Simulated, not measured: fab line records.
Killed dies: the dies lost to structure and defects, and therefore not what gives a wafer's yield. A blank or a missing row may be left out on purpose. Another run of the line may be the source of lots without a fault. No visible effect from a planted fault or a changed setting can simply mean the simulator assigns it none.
Matching of chambers || flow nand_harc || 3 sister chambers for NHARC_P_M1_DEP_33 on pecvd-04
The step deposits SiCN, target thk 30 nm. 14 wafers are shown with their chamber, then 7 later ones without.

## WAFERS WITH THEIR CHAMBER
{"wafer": "L078.1", "chamber": 0, "heater_power_w (W)": 471, "heater_power_outer_w (W)": 256}
{"wafer": "L078.2", "chamber": 1, "heater_power_w (W)": 581, "heater_power_outer_w (W)": 340}
{"wafer": "L078.3", "chamber": 2, "heater_power_w (W)": 585, "heater_power_outer_w (W)": 306}
{"wafer": "L080.1", "chamber": 0, "heater_power_w (W)": 517, "heater_power_outer_w (W)": 294}
{"wafer": "L080.2", "chamber": 1, "heater_power_w (W)": 593, "heater_power_outer_w (W)": 338}
{"wafer": "L080.6", "chamber": 0, "heater_power_w (W)": 509, "heater_power_outer_w (W)": 292}
{"wafer": "L081.2", "chamber": 2, "heater_power_w (W)": 652, "heater_power_outer_w (W)": 385}
{"wafer": "L081.3", "chamber": 0, "heater_power_w (W)": 501, "heater_power_outer_w (W)": 272}
{"wafer": "L081.5", "chamber": 0, "heater_power_w (W)": 495, "heater_power_outer_w (W)": 271}
{"wafer": "L082.2", "chamber": 2, "heater_power_w (W)": 636, "heater_power_outer_w (W)": 370}
{"wafer": "L082.3", "chamber": 0, "heater_power_w (W)": 501, "heater_power_outer_w (W)": 277}
{"wafer": "L082.5", "chamber": 0, "heater_power_w (W)": 495, "heater_power_outer_w (W)": 278}
{"wafer": "L084.1", "chamber": 1, "heater_power_w (W)": 640, "heater_power_outer_w (W)": 386}
{"wafer": "L084.2", "chamber": 0, "heater_power_w (W)": 435, "heater_power_outer_w (W)": 236}

SIGNATURES, as means of the wafers listed above
{"reading": "heater_power_w", "chamber 0": 490.50, "chamber 1": 604.67, "chamber 2": 624.33, "scatter within a chamber": 28.9}
{"reading": "heater_power_outer_w", "chamber 0": 272.00, "chamber 1": 354.67, "chamber 2": 353.67, "scatter within a chamber": 26.1}
Rule: for each reading, subtract the chamber's mean from the wafer's reading, divide by that reading's scatter and square the result; add these up over the readings and take the root, which gives the wafer's distance from the chamber. If the next closest chamber is less than 2 further off than the closest, the wafer can't be placed; otherwise it belongs to the closest. The scatter is the square root of a quotient: the sum, over the shown wafers, of each reading's squared deviation from its chamber's mean, divided by wafers minus chambers.

## WAFERS WHOSE CHAMBER IS MISSING
{"wafer": "L084.6", "heater_power_w (W)": 690, "heater_power_outer_w (W)": 406}
{"wafer": "L095.1", "heater_power_w (W)": 612, "heater_power_outer_w (W)": 340}
{"wafer": "L095.2", "heater_power_w (W)": 620, "heater_power_outer_w (W)": 377}
{"wafer": "L095.5", "heater_power_w (W)": 514, "heater_power_outer_w (W)": 298}
{"wafer": "L097.1", "heater_power_w (W)": 595, "heater_power_outer_w (W)": 335}
{"wafer": "L097.2", "heater_power_w (W)": 543, "heater_power_outer_w (W)": 328}
{"wafer": "L097.4", "heater_power_w (W)": 593, "heater_power_outer_w (W)": 335}

## CHAMBER TAKEN BY EACH
{"wafer": "L084.6", "from the rows above": "can't be placed: 2 or 1", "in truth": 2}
{"wafer": "L095.1", "from the rows above": "can't be placed: 1 or 2", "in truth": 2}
{"wafer": "L095.2", "from the rows above": "can't be placed: 2 or 1", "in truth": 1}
{"wafer": "L095.5", "from the rows above": 0, "in truth": 0}
{"wafer": "L097.1", "from the rows above": "can't be placed: 1 or 2", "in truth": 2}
{"wafer": "L097.2", "from the rows above": "can't be placed: 1 or 0 or 2", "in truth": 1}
{"wafer": "L097.4", "from the rows above": "can't be placed: 1 or 2", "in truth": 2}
Correctly placed: 1 of 7. From these rows, 6 cannot be placed; in 6 the true chamber is one of the candidates. 0 placed wrongly.
